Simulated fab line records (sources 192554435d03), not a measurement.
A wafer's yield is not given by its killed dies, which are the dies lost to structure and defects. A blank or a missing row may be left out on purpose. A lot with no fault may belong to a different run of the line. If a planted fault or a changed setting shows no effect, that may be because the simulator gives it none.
fab line records	flow n5Finfet
[record] lots = 12	wafers = 35	lastDay = 19
route steps=1938 shown WELL_APT@43 PMOS_HMC_CHANNEL_EPI@66
lots with no fault: from the same line, run without faults
startH: the number of hours between the record's first day and the start of the first shown wafer of the lot	waitH: time in hours since the lot's previous step	" the same as in the row above	L1.1+2: a row that stands for several wafers	- no value, or no start given	* or withheld: withheld	< > ~ a bound
route shown NAME@n: a module of which the file shows steps, and the number in the route of the first	usual: average and standard deviation across the fault-free wafers	same: alike in all rows	chamber/n: place in a boat	sites: each site's reading	_std_site: how widely they spread, as a standard deviation	_edge_site: inner sites' mean taken away from outer sites' mean	radiusMm: for every site, how far away it sits from the centre of the wafer	mask NAME#n: copy n	behind: the most recent tool/chamber to have shaped the wafer	hold: why the lot went on hold/how many hours it stayed there/how the hold came to an end	device: whichever transistor did not switch (one of n, p or np)	end of line: the route-end tests of the same wafers	a step with no rows: only its recipe	killed: count of dies lost to structure and defects at first sort (not the wafer's yield)	map: shows each die of a wafer: x if killed, . if not, _ if none is there
set.NAME: the run value of the setting; set.NAME@STEP: its run value at that earlier step	model.NAME: the simulator's own value behind a step, which no gauge read
steps of the route over a sample of lots; a table a step, a row a wafer
services: from which hour (startH, from the record's first day; less than 0 if before it) a tool's chamber was out of use, for how many hours, and why
[[steps]]
[step N5_WELL_APT_CD_MEAS_25]
[recipe] targetCdNm = 200	landingEnergyEv = 500	detector = seInlens
[usual] cdNm = 200.0/2
lot.wafer	tool	chamber	startH	waitH	cdNm
L961.1	cdSem-02	0	20.85	-	200.5
L961.2	"	0	"	"	197.3
L961.5	"	0	"	"	200.1
L962.1	cdSem-01	0	27.36	-	198.3
L962.2	"	0	"	"	200.2
L962.5	"	0	"	"	197.4
L964.1	cdSem-03	0	39.02	-	201.4
L964.3	"	0	"	"	200.4
L964.6	"	0	"	"	204.6
L967.2	cdSem-02	0	57.03	-	198.3
L967.5	"	0	"	"	196.0
L967.6	"	0	"	"	199.1
L973.4	cdSem-01	0	93.29	-	201.8
L973.5	"	0	"	"	201.0
L973.6	"	0	"	"	198.4
L975.1	cdSem-03	0	104.86	-	199.2
L975.5	"	0	"	"	199.3
L975.6	"	0	"	"	199.6
L976.1	cdSem-02	0	110.80	-	202.1
L976.2	"	0	"	"	202.9
L976.5	"	0	"	"	201.8
L977.2	cdSem-03	0	117.10	-	201.7
L977.4	"	0	"	"	200.3
L980.1	cdSem-02	0	135.58	-	203.6
L980.4	"	0	"	"	203.0
L980.5	"	0	"	"	203.7
L981.2	cdSem-01	0	145.05	-	198.5
L981.3	"	0	"	"	197.3
L981.6	"	0	"	"	200.9
L982.2	cdSem-01	0	146.72	-	197.5
L982.5	"	0	"	"	197.9
L982.6	"	0	"	"	200.7
L983.1	cdSem-01	0	154.16	-	199.5
L983.3	"	0	"	"	199.5
L983.6	"	0	"	"	201.3
[step N5_PMOS_HMC_CHANNEL_EPI_OVL_MEAS_10]
[recipe] pointsPerWafer = 44
[usual] PMOS_HMC_BLK_OVL = 0.3/0.94
lot.wafer	tool	chamber	startH	waitH	PMOS_HMC_BLK_OVL[nm]
L961.1	overlay-01	0	23.16	0.0	-0.6
L961.2	"	0	"	"	0.1
L961.5	"	0	"	"	-0.3
L962.1	overlay-02	0	29.58	0.0	0.1
L962.2	"	0	"	"	-0.1
L962.5	"	0	"	"	0.6
L964.1	overlay-01	0	41.55	0.0	1.4
L964.3	"	0	"	"	1.2
L964.6	"	0	"	"	1.7
L967.2	overlay-02	0	59.49	0.0	0.5
L967.5	"	0	"	"	0.4
L967.6	"	0	"	"	-0.1
L973.4	overlay-01	0	95.67	0.0	0.2
L973.5	"	0	"	"	1.3
L973.6	"	0	"	"	0.9
L975.1	overlay-01	0	107.32	0.0	2.3
L975.5	"	0	"	"	1.8
L975.6	"	0	"	"	0.4
L976.1	overlay-01	0	113.29	0.0	0.7
L976.2	"	0	"	"	-0.2
L976.5	"	0	"	"	-0.8
L977.2	overlay-02	0	119.29	0.0	0.7
L977.4	"	0	"	"	0.4
L980.1	overlay-02	0	137.93	0.0	0.2
L980.4	"	0	"	"	0.9
L980.5	"	0	"	"	1.0
L981.2	overlay-01	0	147.79	0.0	1.5
L981.3	"	0	"	"	1.2
L981.6	"	0	"	"	0.2
L982.2	overlay-02	0	149.27	0.0	-0.5
L982.5	"	0	"	"	-0.4
L982.6	"	0	"	"	-1.9
L983.1	overlay-02	0	157.99	0.0	-0.2
L983.3	"	0	"	"	-1.7
L983.6	"	0	"	"	0.7
[step N5_PMOS_HMC_CHANNEL_EPI_FIN_RECESS_16]
[recipe] chemistry = HBr/Cl2	target = Si	maskMaterial = SiO2	targetDepthA = 540	timeS = 18	pressureMtorr = 10	icpW = 800	biasW = 75	HBr_flow_sccm = 150	Cl2_flow_sccm = 80
[usual] drypumpMotorCurrentA = 5.7/0.47	oesProductAu = 0.998/0.015	rfFwdPowerW = 794.9/2.5	throttleValvePct = 35.42/0.23
lot.wafer	tool	chamber	startH	waitH	drypumpMotorCurrentA	oesProductAu	rfFwdPowerW	rfHoursCounterH	throttleValvePct
L961.1	rieSi-04	1	23.67	0.0	5.9	0.986	796.1	160	35.39
L961.2	"	0	"	"	5.3	0.998	795.1	171	35.54
L961.5	"	1	"	"	5.9	0.977	794.7	-	35.38
L962.1	rieSi-04	3	30.10	0.0	5.6	0.987	795.9	181	35.40
L962.2	"	1	"	"	5.9	0.983	797.2	160	35.37
L962.5	"	0	"	"	5.3	1.002	801.1	-	35.51
L964.1	rieSi-04	3	42.07	0.0	5.6	0.981	798.2	181	35.40
L964.3	"	2	"	"	5.9	0.989	792.4	112	35.19
L964.6	"	1	"	"	5.9	0.994	792.5	-	35.36
L967.2	rieSi-04	0	60.00	0.0	5.3	1.006	795.1	172	35.53
L967.5	"	1	"	"	5.9	0.987	797.3	-	35.39
L967.6	"	0	"	"	5.3	0.892	798.5	-	35.68
L973.4	rieSi-03	0	96.36	0.0	6.0	0.975	789.9	2	35.44
L973.5	"	3	"	"	5.7	1.017	794.8	-	35.21
L973.6	"	2	"	"	4.7	1.026	795.5	-	35.41
L975.1	rieSi-03	0	107.83	0.0	6.0	0.959	790.8	2	35.45
L975.5	"	2	"	"	4.7	1.020	792.7	-	35.42
L975.6	"	1	"	"	6.0	1.003	796.6	-	35.68
L976.1	rieSi-02	3	113.80	0.0	5.1	1.006	796.4	31	35.72
L976.2	"	0	"	"	6.5	1.005	793.2	5	34.90
L976.5	"	0	"	"	6.5	0.998	795.0	-	34.91
L977.2	rieSi-02	1	119.80	0.0	6.2	1.008	793.5	82	35.51
L977.4	"	3	"	"	5.1	1.010	793.8	32	35.72
L980.1	rieSi-02	3	138.79	0.0	5.1	1.017	801.4	32	35.72
L980.4	"	2	"	"	5.5	1.002	796.0	38	35.61
L980.5	"	0	"	"	6.5	0.998	793.2	-	34.92
L981.2	rieSi-04	0	148.31	0.0	5.3	0.994	795.7	173	35.52
L981.3	"	2	"	"	5.9	0.988	792.7	114	35.17
L981.6	"	0	"	"	5.3	0.997	793.5	-	35.52
L982.2	rieSi-04	2	149.98	0.0	5.9	0.984	795.4	114	35.17
L982.5	"	3	"	"	5.6	0.986	794.8	-	35.41
L982.6	"	0	"	"	5.3	0.991	795.3	-	35.55
L983.1	rieSi-03	2	158.50	0.0	4.7	1.017	789.9	107	35.42
L983.3	"	1	"	"	6.0	0.998	796.0	146	35.69
L983.6	"	0	"	"	6.0	0.964	793.9	-	35.45
[step N5_PMOS_HMC_CHANNEL_EPI_THK_MEAS_22]
[recipe] reads = SiGe30_of_PMOS_HMC_CHANNEL_EPI_EPI_20
[usual] HMC_CMP_THK = 54.0/0.97
lot.wafer	tool	chamber	startH	waitH	HMC_CMP_THK[nm]
L961.1	filmMetro-02	-	25.87	-	53.6
L961.2	"	-	"	"	53.1
L961.5	"	-	"	"	53.1
L962.1	filmMetro-02	-	31.90	-	54.3
L962.2	"	-	"	"	54.0
L962.5	"	-	"	"	54.1
L964.1	filmMetro-01	-	43.87	-	53.7
L964.3	"	-	"	"	54.9
L964.6	"	-	"	"	54.0
L967.2	filmMetro-01	-	61.82	-	53.9
L967.5	"	-	"	"	53.6
L967.6	"	-	"	"	43.2
L973.4	filmMetro-02	-	98.16	-	54.4
L973.5	"	-	"	"	55.0
L973.6	"	-	"	"	55.3
L975.1	filmMetro-01	-	109.64	-	53.4
L975.5	"	-	"	"	54.9
L975.6	"	-	"	"	52.6
L976.1	filmMetro-02	-	115.61	-	55.1
L976.2	"	-	"	"	54.5
L976.5	"	-	"	"	54.4
L977.2	filmMetro-01	-	121.60	-	52.9
L977.4	"	-	"	"	55.3
L980.1	filmMetro-02	-	140.59	-	55.8
L980.4	"	-	"	"	52.9
L980.5	"	-	"	"	53.6
L981.2	filmMetro-02	-	150.53	-	53.0
L981.3	"	-	"	"	55.2
L981.6	"	-	"	"	53.0
L982.2	filmMetro-02	-	151.78	-	55.6
L982.5	"	-	"	"	53.4
L982.6	"	-	"	"	53.0
L983.1	filmMetro-02	-	160.31	-	54.6
L983.3	"	-	"	"	52.9
L983.6	"	-	"	"	53.6
[step N5_PMOS_HMC_CHANNEL_EPI_INSPECT_30]
[recipe] inspectInstrument = darkfield	mode = postEpi
[usual] rawDefectCount = 18/7.2
lot.wafer	tool	chamber	startH	waitH	rawDefectCount
L961.1	defectInspect-02	-	26.35	0.0	17
L961.2	"	-	"	"	14
L961.5	"	-	"	"	20
L962.1	defectInspect-02	-	32.38	0.0	27
L962.2	"	-	"	"	16
L962.5	"	-	"	"	18
L964.1	defectInspect-01	-	44.35	0.0	10
L964.3	"	-	"	"	13
L964.6	"	-	"	"	15
L967.2	defectInspect-01	-	62.30	0.0	21
L967.5	"	-	"	"	30
L967.6	"	-	"	"	31
L973.4	defectInspect-01	-	98.65	0.0	21
L973.5	"	-	"	"	19
L973.6	"	-	"	"	15
L975.1	defectInspect-02	-	110.12	0.0	14
L975.5	"	-	"	"	13
L975.6	"	-	"	"	16
L976.1	defectInspect-01	-	116.09	0.0	18
L976.2	"	-	"	"	13
L976.5	"	-	"	"	4
L977.2	defectInspect-02	-	122.08	0.0	16
L977.4	"	-	"	"	22
L980.1	defectInspect-01	-	141.17	0.0	15
L980.4	"	-	"	"	19
L980.5	"	-	"	"	12
L981.2	defectInspect-01	-	151.01	0.0	19
L981.3	"	-	"	"	16
L981.6	"	-	"	"	21
L982.2	defectInspect-02	-	152.36	0.0	22
L982.5	"	-	"	"	18
L982.6	"	-	"	"	25
L983.1	defectInspect-01	-	160.89	0.0	9
L983.3	"	-	"	"	19
L983.6	"	-	"	"	12
[[services]]
tool	chamber	startH	hours	kind
rieSi-02	1	0.18	3.8	repair
rieSi-04	3	8.81	11.5	repair
rieSi-04	3	145.41	3.3	repair
[[key]]
[firstSign] step = N5_PMOS_HMC_CHANNEL_EPI_FIN_RECESS_16	reading = oesProductAu	direction = down	sigmas = 7.2	usual = 0.998	struck = 0.892
[effect] step = N5_PMOS_HMC_CHANNEL_EPI_THK_MEAS_22	reading = HMC_CMP_THK	direction = down	sigmas = 11	usual = 54.0	struck = 43.2
metAt N5_PMOS_HMC_CHANNEL_EPI_FIN_RECESS_16
struckLots L967
struckWafers L967.6
testerLeftOut L967
notActingAt N5_WELL_APT_CD_MEAS_25,N5_PMOS_HMC_CHANNEL_EPI_OVL_MEAS_10,N5_PMOS_HMC_CHANNEL_EPI_INSPECT_30
onsetBetween 42.07 60.00
[fault] kind = processParameterDrift	tool = rieSi-04	chamber = -	onsetH = 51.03	steps = N5_PMOS_HMC_CHANNEL_EPI_FIN_RECESS_16	channel = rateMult	offset = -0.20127	shape = step	endH = 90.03	scope = struckWafersOnly
// testerLeftOut: of these lots the tester's yield and bins aren't shown, on N5 and GAA mostly nor the transistor test; their killed dies are dies lost to structure and defects alone, not to doping, threshold or leakage, so they don't give the yield
